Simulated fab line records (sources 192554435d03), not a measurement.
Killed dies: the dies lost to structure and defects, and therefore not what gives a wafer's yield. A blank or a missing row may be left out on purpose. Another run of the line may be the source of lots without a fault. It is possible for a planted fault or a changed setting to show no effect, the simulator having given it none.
Lot-split experiment :: flow n5Finfet :: 7 lots, 39 wafers read, on a route of 1938 steps

THE SPLIT ITSELF
At N5_FIN_SAQP_HM_DEP_03 (deposits SiNx from SiH4/NH3/N2, target thk 38 nm, time 33.6 s), the setting targetThkA was moved away from the recipe's 380 angstrom on 18 of the 39 wafers read, by -14.0% to +12.9%. This setting was run at the recipe's value on the other wafers.

FROM THE SPLIT TO THE READING: what the file shows between them, 8 steps
- N5_FIN_SAQP_THK_MEAS_05
- N5_FIN_SAQP_PECVD_47: deposits a-Si from SiH4/He, target thk 45 nm, time 36.3 s
- N5_FIN_SAQP_PECVD_48: deposits SiNx from SiH4/NH3/N2, target thk 25 nm, time 22.1 s
- N5_FIN_SAQP_MANDREL2_REMOVE_60: chemistry HBr/Cl2/O2, target a-Si, stops on SiNx, bt time 10 s
- N5_FIN_SAQP_HM_OPEN_33: chemistry CH3F/O2, target SiNx, target depth 49.4 nm, time 70.6 s
- N5_FIN_SAQP_ETCH_34: etches SiO2 in C4F6/O2, target depth 45 nm, time 15 s
- N5_FIN_SAQP_STRIP_77: strips in N2/H2, time 90 s
- N5_FIN_SAQP_ETCH_64: etches SiO2 in CF4, target depth 1.5 nm

THE READING
SiNx_of_FIN_SAQP_HM_DEP_03.thkNm (the simulator's own value, which no gauge read), in nm, at N5_FIN_SAQP_FIN_ETCH_36 (etches the open film in HBr/Cl2/O2, target depth 120 nm, time 50.4 s). No usual value for it is given in the file. The 21 wafers here that ran the recipe average 21.3 nm, standard deviation 0.61 nm.

wafer: L077.1
tool, chamber at the split: pecvd-01, 2
targetThkA as run, angstrom: 380
against the recipe: recipe
SiNx_of_FIN_SAQP_HM_DEP_03.thkNm, nm: 20.4
against lot-mates on the recipe: -

wafer: L077.2
tool, chamber at the split: pecvd-01, 1
targetThkA as run, angstrom: 419.5
against the recipe: +10.4%
SiNx_of_FIN_SAQP_HM_DEP_03.thkNm, nm: 25.2
against lot-mates on the recipe: +3.7

wafer: L077.3
tool, chamber at the split: pecvd-01, 0
targetThkA as run, angstrom: 419.5
against the recipe: +10.4%
SiNx_of_FIN_SAQP_HM_DEP_03.thkNm, nm: 25.4
against lot-mates on the recipe: +3.9

wafer: L077.4
tool, chamber at the split: pecvd-01, 0
targetThkA as run, angstrom: 419.5
against the recipe: +10.4%
SiNx_of_FIN_SAQP_HM_DEP_03.thkNm, nm: 25.8
against lot-mates on the recipe: +4.3

wafer: L077.5
tool, chamber at the split: pecvd-01, 2
targetThkA as run, angstrom: 380
against the recipe: recipe
SiNx_of_FIN_SAQP_HM_DEP_03.thkNm, nm: 22.2
against lot-mates on the recipe: -

wafer: L077.6
tool, chamber at the split: pecvd-01, 1
targetThkA as run, angstrom: 380
against the recipe: recipe
SiNx_of_FIN_SAQP_HM_DEP_03.thkNm, nm: 22
against lot-mates on the recipe: -

wafer: L080.1
tool, chamber at the split: pecvd-03, 1
targetThkA as run, angstrom: 380
against the recipe: recipe
SiNx_of_FIN_SAQP_HM_DEP_03.thkNm, nm: 21.2
against lot-mates on the recipe: -

wafer: L080.2
tool, chamber at the split: pecvd-03, 2
targetThkA as run, angstrom: 380
against the recipe: recipe
SiNx_of_FIN_SAQP_HM_DEP_03.thkNm, nm: 21.2
against lot-mates on the recipe: -

wafer: L080.3
tool, chamber at the split: pecvd-03, 0
targetThkA as run, angstrom: 380
against the recipe: recipe
SiNx_of_FIN_SAQP_HM_DEP_03.thkNm, nm: 20.6
against lot-mates on the recipe: -

wafer: L085.1
tool, chamber at the split: pecvd-03, 2
targetThkA as run, angstrom: 428.9
against the recipe: +12.9%
SiNx_of_FIN_SAQP_HM_DEP_03.thkNm, nm: 25.6
against lot-mates on the recipe: +3.8

wafer: L085.2
tool, chamber at the split: pecvd-03, 0
targetThkA as run, angstrom: 380
against the recipe: recipe
SiNx_of_FIN_SAQP_HM_DEP_03.thkNm, nm: 21.8
against lot-mates on the recipe: -

wafer: L085.3
tool, chamber at the split: pecvd-03, 1
targetThkA as run, angstrom: 380
against the recipe: recipe
SiNx_of_FIN_SAQP_HM_DEP_03.thkNm, nm: 21.8
against lot-mates on the recipe: -

wafer: L085.5
tool, chamber at the split: pecvd-03, 2
targetThkA as run, angstrom: 380
against the recipe: recipe
SiNx_of_FIN_SAQP_HM_DEP_03.thkNm, nm: 21.8
against lot-mates on the recipe: -

wafer: L085.4
tool, chamber at the split: pecvd-03, 1
targetThkA as run, angstrom: 428.9
against the recipe: +12.9%
SiNx_of_FIN_SAQP_HM_DEP_03.thkNm, nm: 27.2
against lot-mates on the recipe: +5.4

wafer: L085.6
tool, chamber at the split: pecvd-03, 0
targetThkA as run, angstrom: 428.9
against the recipe: +12.9%
SiNx_of_FIN_SAQP_HM_DEP_03.thkNm, nm: 26.6
against lot-mates on the recipe: +4.8

wafer: L086.1
tool, chamber at the split: pecvd-01, 1
targetThkA as run, angstrom: 426.5
against the recipe: +12.2%
SiNx_of_FIN_SAQP_HM_DEP_03.thkNm, nm: 26.6
against lot-mates on the recipe: +5.5

wafer: L086.5
tool, chamber at the split: pecvd-01, 1
targetThkA as run, angstrom: 426.5
against the recipe: +12.2%
SiNx_of_FIN_SAQP_HM_DEP_03.thkNm, nm: 26.6
against lot-mates on the recipe: +5.5

wafer: L086.2
tool, chamber at the split: pecvd-01, 0
targetThkA as run, angstrom: 380
against the recipe: recipe
SiNx_of_FIN_SAQP_HM_DEP_03.thkNm, nm: 20.6
against lot-mates on the recipe: -

wafer: L086.3
tool, chamber at the split: pecvd-01, 2
targetThkA as run, angstrom: 380
against the recipe: recipe
SiNx_of_FIN_SAQP_HM_DEP_03.thkNm, nm: 20.6
against lot-mates on the recipe: -

wafer: L086.4
tool, chamber at the split: pecvd-01, 0
targetThkA as run, angstrom: 380
against the recipe: recipe
SiNx_of_FIN_SAQP_HM_DEP_03.thkNm, nm: 22
against lot-mates on the recipe: -

wafer: L086.6
tool, chamber at the split: pecvd-01, 2
targetThkA as run, angstrom: 426.5
against the recipe: +12.2%
SiNx_of_FIN_SAQP_HM_DEP_03.thkNm, nm: 26
against lot-mates on the recipe: +4.9

wafer: L087.1
tool, chamber at the split: pecvd-03, 2
targetThkA as run, angstrom: 327.4
against the recipe: -13.8%
SiNx_of_FIN_SAQP_HM_DEP_03.thkNm, nm: 16
against lot-mates on the recipe: -5.4

wafer: L087.2
tool, chamber at the split: pecvd-03, 0
targetThkA as run, angstrom: 380
against the recipe: recipe
SiNx_of_FIN_SAQP_HM_DEP_03.thkNm, nm: 20.8
against lot-mates on the recipe: -

wafer: L087.3
tool, chamber at the split: pecvd-03, 1
targetThkA as run, angstrom: 327.4
against the recipe: -13.8%
SiNx_of_FIN_SAQP_HM_DEP_03.thkNm, nm: 16.4
against lot-mates on the recipe: -5.0

wafer: L087.5
tool, chamber at the split: pecvd-03, 0
targetThkA as run, angstrom: 327.4
against the recipe: -13.8%
SiNx_of_FIN_SAQP_HM_DEP_03.thkNm, nm: 16.4
against lot-mates on the recipe: -5.0

wafer: L087.4
tool, chamber at the split: pecvd-03, 2
targetThkA as run, angstrom: 380
against the recipe: recipe
SiNx_of_FIN_SAQP_HM_DEP_03.thkNm, nm: 21.4
against lot-mates on the recipe: -

wafer: L087.6
tool, chamber at the split: pecvd-03, 1
targetThkA as run, angstrom: 380
against the recipe: recipe
SiNx_of_FIN_SAQP_HM_DEP_03.thkNm, nm: 22
against lot-mates on the recipe: -

wafer: L090.1
tool, chamber at the split: pecvd-04, 1
targetThkA as run, angstrom: 401.3
against the recipe: +5.6%
SiNx_of_FIN_SAQP_HM_DEP_03.thkNm, nm: 23
against lot-mates on the recipe: +2.3

wafer: L090.2
tool, chamber at the split: pecvd-04, 2
targetThkA as run, angstrom: 380
against the recipe: recipe
SiNx_of_FIN_SAQP_HM_DEP_03.thkNm, nm: 20.8
against lot-mates on the recipe: -

wafer: L090.3
tool, chamber at the split: pecvd-04, 0
targetThkA as run, angstrom: 380
against the recipe: recipe
SiNx_of_FIN_SAQP_HM_DEP_03.thkNm, nm: 20.2
against lot-mates on the recipe: -

wafer: L090.4
tool, chamber at the split: pecvd-04, 0
targetThkA as run, angstrom: 380
against the recipe: recipe
SiNx_of_FIN_SAQP_HM_DEP_03.thkNm, nm: 21
against lot-mates on the recipe: -

wafer: L090.5
tool, chamber at the split: pecvd-04, 2
targetThkA as run, angstrom: 401.3
against the recipe: +5.6%
SiNx_of_FIN_SAQP_HM_DEP_03.thkNm, nm: 23.8
against lot-mates on the recipe: +3.1

wafer: L090.6
tool, chamber at the split: pecvd-04, 1
targetThkA as run, angstrom: 401.3
against the recipe: +5.6%
SiNx_of_FIN_SAQP_HM_DEP_03.thkNm, nm: 23.6
against lot-mates on the recipe: +2.9

wafer: L092.1
tool, chamber at the split: pecvd-04, 0
targetThkA as run, angstrom: 380
against the recipe: recipe
SiNx_of_FIN_SAQP_HM_DEP_03.thkNm, nm: 20.8
against lot-mates on the recipe: -

wafer: L092.2
tool, chamber at the split: pecvd-04, 2
targetThkA as run, angstrom: 326.8
against the recipe: -14.0%
SiNx_of_FIN_SAQP_HM_DEP_03.thkNm, nm: 16.2
against lot-mates on the recipe: -5.2

wafer: L092.5
tool, chamber at the split: pecvd-04, 2
targetThkA as run, angstrom: 326.8
against the recipe: -14.0%
SiNx_of_FIN_SAQP_HM_DEP_03.thkNm, nm: 16.2
against lot-mates on the recipe: -5.2

wafer: L092.3
tool, chamber at the split: pecvd-04, 1
targetThkA as run, angstrom: 380
against the recipe: recipe
SiNx_of_FIN_SAQP_HM_DEP_03.thkNm, nm: 21.8
against lot-mates on the recipe: -

wafer: L092.4
tool, chamber at the split: pecvd-04, 1
targetThkA as run, angstrom: 326.8
against the recipe: -14.0%
SiNx_of_FIN_SAQP_HM_DEP_03.thkNm, nm: 17.4
against lot-mates on the recipe: -4.0

wafer: L092.6
tool, chamber at the split: pecvd-04, 0
targetThkA as run, angstrom: 380
against the recipe: recipe
SiNx_of_FIN_SAQP_HM_DEP_03.thkNm, nm: 21.6
against lot-mates on the recipe: -

FIT RESULTS
A straight line over all 39 wafers: SiNx_of_FIN_SAQP_HM_DEP_03.thkNm changes by +0.378 nm for each +1% of targetThkA; r = +0.98; the points scatter about the line by 0.58 nm.
The same after taking each lot's own level away (the mean of its wafers on the recipe; 39 wafers): +0.378 nm for each +1%; r = +0.98; scatter 0.55 nm.
Per that fit: largest targetThkA move, reading shift of 5.3 nm.
From 20.67 to 21.80 nm: that is the span of the lots' own levels, equal to 1.9 times the standard deviation above.
Hence the lot-to-lot level has little effect on the slope; both slopes agree.
Check: with one of the wafers moved furthest among these (-14.0%) left out of the fit, the line predicts -5.15 nm for it against its lot-mates. It came out at -5.2 nm against them.

THE WHOLE CHAIN: every reading that the file lists as answering this split, in the file's order
step: N5_FIN_SAQP_HM_DEP_03
what it does: deposits SiNx from SiH4/NH3/N2, target thk 38 nm, time 33.6 s
reading: SiNx_of_FIN_SAQP_HM_DEP_03.thkNm (the simulator's own value, which no gauge read)
change (the file's fit): +0.385 nm for each +1% of the setting
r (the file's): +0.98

step: N5_FIN_SAQP_THK_MEAS_05
what it does: 
reading: thkNm
change (the file's fit): withheld for each +1% of the setting
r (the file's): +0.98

step: N5_FIN_SAQP_HM_OPEN_33
what it does: chemistry CH3F/O2, target SiNx, target depth 49.4 nm, time 70.6 s
reading: etchRfOnTimeS
change (the file's fit): withheld for each +1% of the setting
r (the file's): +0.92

step: N5_FIN_SAQP_HM_OPEN_33
what it does: chemistry CH3F/O2, target SiNx, target depth 49.4 nm, time 70.6 s
reading: etch.depthNm (the simulator's own value, which no gauge read)
change (the file's fit): +0.388 nm for each +1% of the setting
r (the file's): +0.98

step: N5_FIN_SAQP_FIN_ETCH_36
what it does: etches the open film in HBr/Cl2/O2, target depth 120 nm, time 50.4 s
reading: SiNx_of_FIN_SAQP_HM_DEP_03.thkNm (the simulator's own value, which no gauge read)
change (the file's fit): +0.38 nm for each +1% of the setting
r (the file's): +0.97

THE FILE'S OWN FIT
SiNx_of_FIN_SAQP_HM_DEP_03.thkNm changes by +0.38 nm for each +1% of targetThkA, r = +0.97.
